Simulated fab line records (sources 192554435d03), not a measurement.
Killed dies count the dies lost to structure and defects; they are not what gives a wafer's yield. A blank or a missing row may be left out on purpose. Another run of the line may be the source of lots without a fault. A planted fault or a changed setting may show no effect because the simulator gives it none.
fab line records	flow n5Finfet
record lots=10	wafers=30	lastDay=17
route steps=1938 shown FIN_SAQP@121 PASSIVATION@1936
lots that met no fault: taken from a fault-free run of the same line
startH: start of the lot's first displayed wafer, in hours after the record's first day	waitH: hours since the lot's step before	" identical to the entry in the row above	L1.1+2: one row covering several wafers at once	- no value, or no start was given	* or withheld: withheld	< > ~ a bound
route shown NAME@n: NAME is a module with steps in the file, n the number in the route of the first one	usual: the fault-free wafers' mean and standard deviation	same: alike in all rows	chamber/n: place in a boat	sites: readings site by site	_std_site: standard deviation of those values	_edge_site: inner sites' mean taken away from outer sites' mean	radiusMm: how far each site lies from the wafer's centre	mask NAME#n: copy n	behind: the most recent tool/chamber to have shaped the wafer	hold: why the lot went on hold/how many hours it stayed there/how the hold came to an end	device: transistor that didn't switch, given as n, p or np	end of line: tests run on the same wafers once the route is complete	a step with no rows: only its recipe	killed: the dies lost at the first sort to structure and to defects; this is not the yield of the wafer	map: per-die view of a wafer (x killed, . not killed, _ where there is no die)
set.NAME: setting as actually run; set.NAME@STEP: the setting as run at that earlier step	model.NAME: the simulator's own value behind a step, which no gauge read
the route's steps for a sample of lots (tables are steps, rows are wafers)
services: the hour from which a tool's chamber was out of use, counted from the record's first day as startH (under 0 if before that day), plus the number of hours and why
## steps
# step N5_FIN_SAQP_STRIP_55
# recipe chemistry=N2/H2	powerW=500	tempC=40	pressureMtorr=50	rfFrequencyHz=6e+07	overashFraction=0.3	biasPowerW=28	h2Frac=0.5	n2FlowSccm=300	h2FlowSccm=300
# usual biasPowerW=27.98/0.085	chamberPressureMTorr=50.01/0.1	drypumpMotorCurrentA=5.9/0.35	oesProductAu=0.79/0.084	rfVppV=122.1/1.5	showerheadPlenumPTorr=3.41/0.1	throttleValvePct=18.9/0.36
lot.wafer	tool	chamber	startH	waitH	biasPowerW	chamberPressureMTorr	drypumpMotorCurrentA	oesProductAu	rfHoursCounterH	rfVppV	showerheadPlenumPTorr	throttleValvePct
L939.1	rieDiel-04	2	35.68	0.1	27.96	49.97	6.1	0.79	119	123.2	3.39	19.6
L939.3	"	1	"	"	27.92	50.12	6.4	0.71	193	121.9	3.47	18.9
L939.5	"	1	"	"	28.03	50.05	6.5	0.71	-	123.4	3.47	18.9
L943.1	rieDiel-03	0	57.64	0.1	27.93	50.12	5.7	0.71	196	118.6	3.47	19.1
L943.4	"	3	"	"	27.88	50.00	5.5	0.76	147	121.0	3.36	19.1
L943.6	"	2	"	"	27.86	49.98	5.8	0.98	-	122.6	3.57	18.4
L945.2	rieDiel-03	0	71.10	0.1	28.06	49.93	5.7	0.70	202	123.1	3.46	19.2
L945.3	"	1	"	"	27.85	49.98	5.4	0.77	128	122.0	3.24	18.6
L945.6	"	2	"	"	28.05	49.98	5.8	0.96	-	122.8	3.57	18.4
L946.3	rieDiel-03	2	79.19	0.1	28.02	49.94	5.8	0.96	14	123.6	3.56	18.4
L946.4	"	0	"	"	27.86	50.08	5.7	0.70	204	124.3	3.46	19.2
L946.5	"	0	"	"	27.98	49.98	5.7	0.71	-	123.1	3.46	19.2
L948.2	rieDiel-04	3	88.35	0.1	27.96	49.98	6.3	0.77	145	122.5	3.36	19.1
L948.4	"	2	"	"	27.88	49.95	6.0	0.77	136	122.1	3.38	19.7
L948.5	"	0	"	"	28.02	50.04	6.3	0.74	-	120.4	3.48	19.0
L954.1	rieDiel-04	2	123.64	0.1	27.96	49.98	6.1	0.76	145	121.7	3.37	19.7
L954.2	"	3	"	"	27.92	50.04	6.3	0.76	158	121.4	3.36	19.1
L954.6	"	1	"	"	28.06	49.96	6.5	0.69	-	123.1	3.46	19.0
L955.1	rieDiel-05	2	129.82	0.1	27.88	50.11	5.5	0.89	35	123.8	3.41	18.8
L955.2	"	1	"	"	28.02	50.07	5.5	0.73	169	120.7	3.50	19.0
L955.3	"	0	"	"	27.93	50.15	5.7	0.90	22	124.6	3.56	18.3
L957.1	rieDiel-03	1	143.47	0.3	28.06	50.00	5.4	0.75	154	120.4	3.22	18.6
L957.4	"	3	"	"	27.99	49.85	5.6	0.73	168	121.9	3.35	19.1
L957.6	"	1	"	"	28.03	49.95	5.4	0.74	-	122.0	3.23	18.6
L959.3	rieDiel-05	0	155.61	0.1	27.83	49.99	5.7	0.88	30	122.0	3.55	18.4
L959.4	"	2	"	"	27.96	50.11	5.5	0.87	44	120.3	3.40	18.8
L959.6	"	2	"	"	27.88	50.07	5.5	0.87	-	121.5	3.40	18.8
L960.2	rieDiel-03	0	161.97	0.1	28.00	50.01	5.7	0.68	225	122.7	3.45	19.2
L960.3	"	3	"	"	28.05	49.92	5.5	0.73	174	122.6	3.35	19.1
L960.6	"	2	"	"	27.96	49.99	5.8	0.90	-	124.0	3.55	18.4
# step N5_FIN_SAQP_SPACER1_ALD_24
# recipe material=SiO2	targetThkA=203	tempC=300	aldPrecursorFamily=BDEAS	aldCoReactant=O2-plasma	pulseTimeS=1	purgeTimeS=2	coReactantPurgeTimeS=2	aldCycles=218	pressureTorr=2
# usual heaterPowerW=455/42	precursorPulseHeightRel=0.999/0.02	susceptorTempC=300.02/0.2
lot.wafer	tool	chamber	startH	waitH	heaterPowerW	precursorPulseHeightRel	susceptorTempC
L939.1	aldSin-04	3	36.61	0.3	463	1.009	300.11
L939.3	"	0	"	"	386	0.995	300.14
L939.5	"	0	"	"	383	0.982	300.04
L943.1	aldSin-04	3	58.37	0.3	452	1.010	299.97
L943.4	"	1	"	"	452	0.985	299.87
L943.6	"	2	"	"	448	0.970	300.04
L945.2	aldSin-01	1	73.22	1.7	551	0.987	300.15
L945.3	"	0	"	"	423	0.986	300.00
L945.6	"	1	"	"	557	1.009	300.07
L946.3	aldSin-04	1	79.90	0.1	445	0.980	300.17
L946.4	"	3	"	"	459	1.013	300.08
L946.5	"	2	"	"	437	0.989	300.29
L948.2	aldSin-01	3	90.26	1.2	420	1.025	299.98
L948.4	"	2	"	"	478	0.993	300.09
L948.5	"	0	"	"	414	1.021	300.11
L954.1	aldSin-01	1	124.34	0.3	542	0.974	300.24
L954.2	"	0	"	"	414	1.022	299.89
L954.6	"	2	"	"	476	0.963	299.58
L955.1	aldSin-01	0	130.61	0.3	415	0.993	299.72
L955.2	"	2	"	"	471	1.033	300.08
L955.3	"	3	"	"	436	1.037	300.11
L957.1	aldSin-02	2	144.22	0.3	466	1.001	299.77
L957.4	"	0	"	"	518	0.993	300.05
L957.6	"	2	"	"	471	0.983	300.13
L959.3	aldSin-04	0	158.87	2.7	381	0.987	300.00
L959.4	"	3	"	"	466	1.002	300.18
L959.6	"	2	"	"	438	0.957	299.78
L960.2	aldSin-02	2	163.90	1.5	461	0.997	300.35
L960.3	"	0	"	"	518	0.968	300.09
L960.6	"	3	"	"	493	1.030	300.15
# step N5_FIN_SAQP_MANDREL1_REMOVE_56
# recipe chemistry=HBr/Cl2/O2	btTimeS=10	target=a-Si	stopOn=SiNx	endpoint=OES-SiCl	overEtchFrac=1	icpW=600	biasW=22	HBr_flow_sccm=150	Cl2_flow_sccm=80	O2_flow_sccm=5	pressureMtorr=10
# usual chamberPressureMTorr=10.000/0.0098	drypumpMotorCurrentA=5.7/0.5	heBacksideLeakSccm=2.7/0.38	oesProductAu=1.002/0.017	throttleValvePct=36.8/0.31
# same overEtchFrac=1
lot.wafer	tool	chamber	startH	waitH	chamberPressureMTorr	drypumpMotorCurrentA	heBacksideLeakSccm	oesProductAu	rfHoursCounterH	throttleValvePct
L939.1	rieSi-06	1	37.42	0.1	10.012	5.8	2.2	0.988	72	36.6
L939.3	"	2	"	"	9.977	5.1	2.3	1.000	107	36.8
L939.5	"	0	"	"	10.019	5.2	2.4	0.994	-	36.7
L943.1	rieSi-02	2	59.17	0.1	9.980	5.2	2.6	0.977	127	36.9
L943.4	"	0	"	"	9.988	6.3	2.5	1.002	12	36.6
L943.6	"	0	"	"	10.007	6.3	2.3	1.004	-	36.6
L945.2	rieSi-02	1	74.05	0.1	10.004	5.6	2.6	1.040	105	37.3
L945.3	"	0	"	"	10.009	6.3	2.3	0.988	12	36.6
L945.6	"	0	"	"	10.000	6.3	2.3	1.002	-	36.6
L946.3	rieSi-06	2	80.70	0.1	10.002	5.0	2.4	1.012	107	36.8
L946.4	"	0	"	"	10.004	5.2	2.5	0.989	130	36.7
L946.5	"	2	"	"	10.002	5.0	2.4	0.992	-	36.8
L948.2	rieSi-01	0	91.06	0.1	9.999	5.5	2.7	1.016	157	37.0
L948.4	"	3	"	"	10.010	6.3	3.3	0.993	191	36.5
L948.5	"	2	"	"	10.010	5.1	2.9	1.015	-	36.5
L954.1	rieSi-02	0	125.15	0.1	10.002	6.3	2.3	0.989	13	36.6
L954.2	"	3	"	"	9.994	5.4	2.7	0.992	46	36.4
L954.6	"	2	"	"	9.981	5.2	2.5	0.976	-	36.9
L955.1	rieSi-06	2	131.61	0.1	9.995	5.1	2.3	1.007	108	36.8
L955.2	"	3	"	"	10.012	6.0	3.2	1.007	131	37.2
L955.3	"	1	"	"	9.990	5.8	2.6	0.986	73	36.6
L957.1	rieSi-01	2	145.03	0.1	9.982	5.1	2.8	1.010	30	36.4
L957.4	"	1	"	"	9.986	6.6	3.6	1.009	185	37.3
L957.6	"	3	"	"	9.993	6.3	3.3	1.009	-	36.5
L959.3	rieSi-01	1	159.68	0.1	10.005	6.6	3.6	1.010	185	37.3
L959.4	"	0	"	"	10.005	5.5	2.5	1.026	158	37.0
L959.6	"	3	"	"	10.000	6.2	3.3	1.004	-	36.5
L960.2	rieSi-06	0	164.79	0.1	9.994	5.2	2.5	0.981	131	36.7
L960.3	"	3	"	"	10.009	6.0	3.1	1.017	132	37.2
L960.6	"	0	"	"	9.996	5.2	2.5	0.991	-	36.7
# step N5_FIN_SAQP_ETCH_67
# recipe chemistry=CH3F/O2	target=SiNx	targetDepthA=300	maskMaterial=SOC	pressureMtorr=30	sourceW=395	biasW=73	Ar_flow_sccm=150	CH3F_flow_sccm=30	O2_flow_sccm=20	ionEnergyEv=120
# usual chamberPressureMTorr=30.000/0.025	drypumpMotorCurrentA=5.9/0.35	mfcArSccm=150.0/0.43	oes_f_703_au=0.78/0.081	oesProductAu=0.78/0.085	rfVppV=298/3.7	showerheadPlenumPTorr=2.03/0.06	throttleValvePct=16.41/0.26
lot.wafer	tool	chamber	startH	waitH	chamberPressureMTorr	drypumpMotorCurrentA	mfcArSccm	oes_f_703_au	oesProductAu	rfHoursCounterH	rfVppV	showerheadPlenumPTorr	throttleValvePct
L939.1	rieDiel-04	0	38.32	0.0	29.991	6.2	149.5	0.74	0.75	176	303	2.07	16.37
L939.3	"	1	"	"	30.041	6.5	150.0	0.72	0.72	194	297	2.07	16.60
L939.5	"	3	"	"	29.990	6.2	149.7	0.80	0.81	-	297	2.01	16.55
L943.1	rieDiel-03	3	60.07	0.0	29.951	5.5	150.6	0.74	0.75	148	297	2.00	16.61
L943.4	"	0	"	"	30.014	5.6	149.0	0.71	0.70	197	301	2.07	16.58
L943.6	"	3	"	"	29.995	5.5	149.7	0.75	0.75	-	298	2.00	16.60
L945.2	rieDiel-04	1	74.94	0.0	29.996	6.5	150.2	0.71	0.70	208	297	2.07	16.63
L945.3	"	0	"	"	30.025	6.3	150.4	0.73	0.74	189	303	2.07	16.38
L945.6	"	2	"	"	30.016	6.0	150.3	0.77	0.78	-	299	2.00	16.63
L946.3	rieDiel-04	2	81.59	0.0	30.002	6.1	149.3	0.76	0.78	134	298	2.00	16.66
L946.4	"	3	"	"	29.982	6.2	150.2	0.79	0.78	142	296	2.00	16.59
L946.5	"	0	"	"	29.972	6.3	150.3	0.72	0.74	-	301	2.07	16.39
L948.2	rieDiel-04	2	91.95	0.0	29.991	6.1	150.2	0.76	0.77	137	298	1.99	16.64
L948.4	"	1	"	"	29.969	6.5	149.5	0.71	0.70	214	296	2.07	16.64
L948.5	"	0	"	"	30.002	6.3	150.4	0.73	0.73	-	301	2.06	16.40
L954.1	rieDiel-04	1	126.04	0.0	30.031	6.4	150.2	0.69	0.48	226	297	2.06	16.64
L954.2	"	0	"	"	30.008	6.3	149.9	0.72	0.73	209	301	2.06	16.40
L954.6	"	0	"	"	29.992	6.3	149.4	0.71	0.72	-	302	2.06	16.43
L955.1	rieDiel-04	2	132.52	0.0	30.035	6.0	150.1	0.76	0.54	146	298	1.99	16.62
L955.2	"	0	"	"	29.977	6.3	149.3	0.71	0.72	212	301	2.06	16.41
L955.3	"	1	"	"	30.004	6.5	150.4	0.70	0.48	229	297	2.06	16.64
L957.1	rieDiel-05	0	146.02	0.0	29.973	5.6	150.4	0.89	0.88	27	297	2.13	16.05
L957.4	"	2	"	"	30.040	5.5	149.8	0.85	0.87	41	304	2.03	16.22
L957.6	"	2	"	"	30.006	5.5	149.2	0.85	0.87	-	305	2.03	16.19
L959.3	rieDiel-03	3	160.62	0.0	30.019	5.5	149.4	0.72	0.73	174	298	1.99	16.66
L959.4	"	1	"	"	30.001	5.4	149.1	0.77	0.75	159	294	1.91	15.97
L959.6	"	1	"	"	30.025	5.4	149.8	0.77	0.74	-	292	1.92	15.97
L960.2	rieDiel-03	1	165.75	0.0	29.984	5.4	149.4	0.77	0.75	161	291	1.91	15.98
L960.3	"	2	"	"	30.013	5.7	149.1	0.89	0.89	44	298	2.12	16.05
L960.6	"	1	"	"	29.966	5.4	149.8	0.77	0.75	-	293	1.91	15.98
# step N5_PASSIVATION_PROBE_49
# usual killed_at_M0_to_M3=35/11	killed_at_M4_up=14/5.4	killedAtContacts=12/6.2	killedAtFrontEnd=38/11	killedAtOther=4.1/2.8	killedDies=103/17	killedOnRim=13/4	killedOpen=66/13	killedShort=34/8.2
# same grossDies=1180	killedAtBackSide=0
lot.wafer	tool	chamber	startH	waitH	killed_at_M0_to_M3	killed_at_M4_up	killedAtContacts	killedAtFrontEnd	killedAtOther	killedDies	killedOnRim	killedOpen	killedShort
L943.1	prober-01	-	305.29	0.0	38	15	11	34	7	105	22	65	36
L943.4	prober-01	-	305.44	0.2	16	14	24	33	3	90	7	64	22
L943.6	prober-01	-	305.54	0.3	35	10	18	53	2	118	11	64	53
L945.2	prober-01	-	328.92	0.1	44	11	11	33	6	105	15	66	36
L945.3	prober-01	-	328.97	0.1	44	10	4	39	5	102	14	63	38
L945.6	prober-01	-	329.12	0.3	33	13	8	28	7	89	12	53	32
L946.3	prober-01	-	334.87	0.1	24	13	26	54	2	119	14	76	39
L946.4	prober-01	-	334.92	0.2	23	15	22	43	3	106	14	69	34
L946.5	prober-01	-	334.97	0.2	25	14	18	36	2	95	8	64	28
L948.2	prober-01	-	342.72	0.1	24	17	4	40	4	89	12	63	25
L954.1	prober-01	-	383.29	0.0	48	13	4	1080	4	1149	152	61	32
L954.2	prober-01	-	383.34	0.1	29	17	3	30	2	81	12	58	22
L954.6	prober-01	-	383.54	0.3	37	18	2	38	2	97	13	65	28
L955.1	prober-02	-	386.82	0.0	37	10	6	1122	5	1180	152	67	37
L955.2	prober-02	-	386.87	0.1	28	9	6	31	3	77	8	52	24
L955.3	prober-02	-	386.92	0.1	42	11	2	1091	9	1155	152	65	29
L957.1	prober-01	-	410.42	0.0	40	11	15	42	4	112	14	74	38
L957.4	prober-01	-	410.57	0.2	75	8	17	50	2	152	11	93	59
L957.6	prober-01	-	410.67	0.3	46	10	7	33	5	101	18	68	27
# killed by level:class
L943.1 MOL_CONTACT_COAG:geometricParticle:open=9 BEOL_M1:geometricParticle:open=8 BEOL_M3:geometricParticle:open=8 FIN_SAQP:geometricParticle:short=7 BEOL_M2:geometricParticle:open=7 BEOL_M1:geometricParticle:short=5 STI_FIN_REVEAL:geometricParticle:open=4 DUMMY_GATE:geometricParticle:open=4
L943.4 MOL_CONTACT_COAG:geometricParticle:open=19 BEOL_M4:geometricParticle:open=10 MOL_CONTACT_COAG:geometricParticle:short=5 FIN_SAQP:geometricParticle:short=4 STI_FIN_REVEAL:geometricParticle:open=4 DUMMY_GATE:geometricParticle:open=4 GATE_CUT:geometricParticle:open=4 FIN_SAQP:geometricParticle:open=3
L943.6 FIN_SAQP:geometricParticle:short=16 STI_FIN_REVEAL:geometricParticle:open=11 MOL_CONTACT_COAG:geometricParticle:open=11 BEOL_M3:geometricParticle:open=8 MOL_CONTACT_COAG:geometricParticle:short=7 BEOL_M2:geometricParticle:open=5 GATE_CUT:geometricParticle:short=5 BEOL_M0_SAQP:geometricParticle:short=5
L945.2 BEOL_M0_SAQP:geometricParticle:open=11 FIN_SAQP:geometricParticle:open=10 MOL_CONTACT_COAG:geometricParticle:open=10 BEOL_M0_SAQP:geometricParticle:short=10 BEOL_M2:geometricParticle:open=7 FIN_SAQP:geometricParticle:short=5 BEOL_M1:geometricParticle:open=4 BEOL_M1:geometricParticle:short=4
L945.3 BEOL_M0_SAQP:geometricParticle:open=12 FIN_SAQP:geometricParticle:open=10 BEOL_M0_SAQP:geometricParticle:short=10 FIN_SAQP:geometricParticle:short=6 DUMMY_GATE:geometricParticle:open=6 BEOL_M1:geometricParticle:open=5 BEOL_M2:geometricParticle:open=5 BEOL_M3:geometricParticle:open=4
L945.6 FIN_SAQP:geometricParticle:open=7 BEOL_M3:geometricParticle:open=7 MOL_CONTACT_COAG:geometricParticle:open=6 BEOL_M0_SAQP:geometricParticle:short=6 STI_FIN_REVEAL:geometricParticle:open=5 BEOL_M0_SAQP:geometricParticle:open=5 ILD0:geometricParticle:short=4 BEOL_M1:geometricParticle:short=4
L946.3 MOL_CONTACT_COAG:geometricParticle:open=23 FIN_SAQP:geometricParticle:open=15 FIN_SAQP:geometricParticle:short=13 BEOL_M0_SAQP:geometricParticle:short=7 GATE_CUT:geometricParticle:open=6 STI_FIN_REVEAL:geometricParticle:open=5 BEOL_M4:geometricParticle:open=4 BEOL_M3:geometricParticle:open=4
L946.4 MOL_CONTACT_COAG:geometricParticle:open=14 STI_FIN_REVEAL:geometricParticle:open=11 MOL_CONTACT_COAG:geometricParticle:short=8 BEOL_M4:geometricParticle:open=8 FIN_SAQP:geometricParticle:open=7 FIN_SAQP:geometricParticle:short=6 BEOL_M2:geometricParticle:open=6 STI_FIN_REVEAL:geometricParticle:short=4
L946.5 MOL_CONTACT_COAG:geometricParticle:open=13 BEOL_M4:geometricParticle:open=10 DUMMY_GATE:geometricParticle:open=7 STI_FIN_REVEAL:geometricParticle:open=6 BEOL_M3:geometricParticle:short=6 BEOL_M1:geometricParticle:open=5 GATE_CUT:geometricParticle:open=4 MOL_CONTACT_COAG:geometricParticle:short=4
L948.2 BEOL_M4:geometricParticle:open=10 STI_FIN_REVEAL:geometricParticle:open=9 FIN_SAQP:geometricParticle:short=8 BEOL_M2:geometricParticle:open=8 BEOL_M1:geometricParticle:open=6 DUMMY_GATE:geometricParticle:open=5 GATE_CUT:geometricParticle:open=4 BEOL_M4:geometricParticle:short=4
L954.1 FIN_SAQP:areaEtch=1055 BEOL_M3:geometricParticle:open=11 BEOL_M2:geometricParticle:open=9 BEOL_M0_SAQP:geometricParticle:open=7 BEOL_M1:geometricParticle:open=6 FIN_SAQP:geometricParticle:open=4 FIN_SAQP:geometricParticle:short=4 GATE_CUT:geometricParticle:open=4
L954.2 BEOL_M2:geometricParticle:open=9 GATE_CUT:geometricParticle:open=7 GATE_CUT:geometricParticle:short=6 BEOL_M5:geometricParticle:open=6 FIN_SAQP:geometricParticle:open=4 BEOL_M0_SAQP:geometricParticle:open=4 BEOL_M1:geometricParticle:open=4 BEOL_M3:geometricParticle:open=4
L954.6 BEOL_M2:geometricParticle:open=12 BEOL_M0_SAQP:geometricParticle:open=8 GATE_CUT:geometricParticle:short=7 FIN_SAQP:geometricParticle:open=6 GATE_CUT:geometricParticle:open=6 BEOL_M4:geometricParticle:open=6 STI_FIN_REVEAL:geometricParticle:open=5 FIN_SAQP:geometricParticle:short=4
L955.1 FIN_SAQP:areaEtch=1075 FIN_SAQP:geometricParticle:open=17 FIN_SAQP:geometricParticle:short=7 BEOL_M0_SAQP:geometricParticle:open=7 BEOL_M2:geometricParticle:open=7 MOL_CONTACT_COAG:geometricParticle:open=6 DUMMY_GATE:geometricParticle:open=5 BEOL_M0_SAQP:geometricParticle:short=5
L955.2 FIN_SAQP:geometricParticle:open=10 BEOL_M2:geometricParticle:open=10 FIN_SAQP:geometricParticle:short=8 GATE_CUT:geometricParticle:open=5 MOL_CONTACT_COAG:geometricParticle:open=5 BEOL_M0_SAQP:geometricParticle:open=5 BEOL_M0_SAQP:geometricParticle:short=5 BEOL_M4:geometricParticle:open=5
L955.3 FIN_SAQP:areaEtch=1058 BEOL_M2:geometricParticle:open=15 BEOL_M0_SAQP:geometricParticle:short=9 BEOL_M0_SAQP:geometricParticle:open=8 STI_FIN_REVEAL:geometricParticle:open=7 GATE_CUT:geometricParticle:short=5 STARTING-WAFER:geometricParticle:open=5 FIN_SAQP:geometricParticle:short=4
L957.1 BEOL_M0_SAQP:geometricParticle:open=15 MOL_CONTACT_COAG:geometricParticle:open=12 BEOL_M0_SAQP:geometricParticle:short=12 GATE_CUT:geometricParticle:short=11 GATE_CUT:geometricParticle:open=8 FIN_SAQP:geometricParticle:open=7 BEOL_M4:geometricParticle:open=6 DUMMY_GATE:geometricParticle:open=4
L957.4 BEOL_M0_SAQP:geometricParticle:open=25 BEOL_M0_SAQP:geometricParticle:short=24 MOL_CONTACT_COAG:geometricParticle:open=12 FIN_SAQP:geometricParticle:open=10 STI_FIN_REVEAL:geometricParticle:open=8 BEOL_M3:geometricParticle:open=8 DUMMY_GATE:geometricParticle:open=7 FIN_SAQP:geometricParticle:short=6
L957.6 BEOL_M0_SAQP:geometricParticle:open=15 BEOL_M0_SAQP:geometricParticle:short=9 BEOL_M1:geometricParticle:open=9 BEOL_M3:geometricParticle:open=7 FIN_SAQP:geometricParticle:open=5 FIN_SAQP:geometricParticle:short=4 DUMMY_GATE:geometricParticle:open=4 MOL_CONTACT_COAG:geometricParticle:open=4
## services
tool	chamber	startH	hours	kind
aldSin-04	2	11.73	2.1	repair
aldSin-01	-	13.03	0.2	repair
rieDiel-04	2	14.12	5.1	repair
rieDiel-03	2	22.81	-	clean
rieDiel-03	2	22.81	-	consumableReplace:focusRing
rieDiel-03	2	22.81	-	consumableReplace:showerhead
rieDiel-03	2	22.81	13.2	scheduledDown
rieDiel-03	2	22.81	13.2	ventCycle
rieDiel-05	2	27.22	-	clean
rieDiel-05	2	27.22	-	consumableReplace:focusRing
rieSi-01	-	36.94	1.2	repair
aldSin-02	1	41.32	14.1	repair
rieDiel-05	3	55.27	10.0	repair
rieDiel-04	2	65.79	6.7	repair
rieDiel-03	3	95.34	22.6	repair
rieDiel-03	0	103.91	18.7	repair
rieSi-02	1	105.25	3.5	repair
rieDiel-03	-	112.50	2.8	repair
rieDiel-04	2	116.92	6.0	repair
rieSi-02	-	130.37	0.6	repair
rieSi-01	2	135.43	9.0	repair
aldSin-01	-	136.65	28.1	pm
rieSi-02	-	137.97	0.2	repair
aldSin-01	-	164.75	6.0	pm
## key
firstSign step=N5_FIN_SAQP_ETCH_67	reading=oesProductAu	direction=down	sigmas=3.3	usual=0.78	struck=0.50
effect step=N5_PASSIVATION_PROBE_49	reading=killedAtFrontEnd	direction=up	sigmas=93	usual=38	struck=1098
moreKillsBornAt N5_FIN_SAQP_ETCH_67@rieDiel-04=3188
metAt N5_FIN_SAQP_ETCH_67
struckLots L954,L955
struckWafers L954.1,L955.1,L955.3
laterRowsLeftOut L954.1,L955.1,L955.3
testerLeftOut L954,L955
notActingAt N5_FIN_SAQP_STRIP_55,N5_FIN_SAQP_SPACER1_ALD_24,N5_FIN_SAQP_MANDREL1_REMOVE_56
onsetBetween 91.95 126.04
fault kind=processParameterDrift	tool=rieDiel-04	chamber=-	onsetH=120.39	steps=N5_FIN_SAQP_ETCH_67	channel=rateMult	offset=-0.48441	shape=step	endH=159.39	scope=struckWafersOnly
# testerLeftOut: of these lots the tester's yield and bins aren't shown, on N5 and GAA mostly nor the transistor test; their killed dies are dies lost to structure and defects alone, not to doping, threshold or leakage, so they don't give the yield
# laterRowsLeftOut: the simulator's readings of these wafers behind a module that went badly wrong aren't trusted and aren't shown, but for the sort
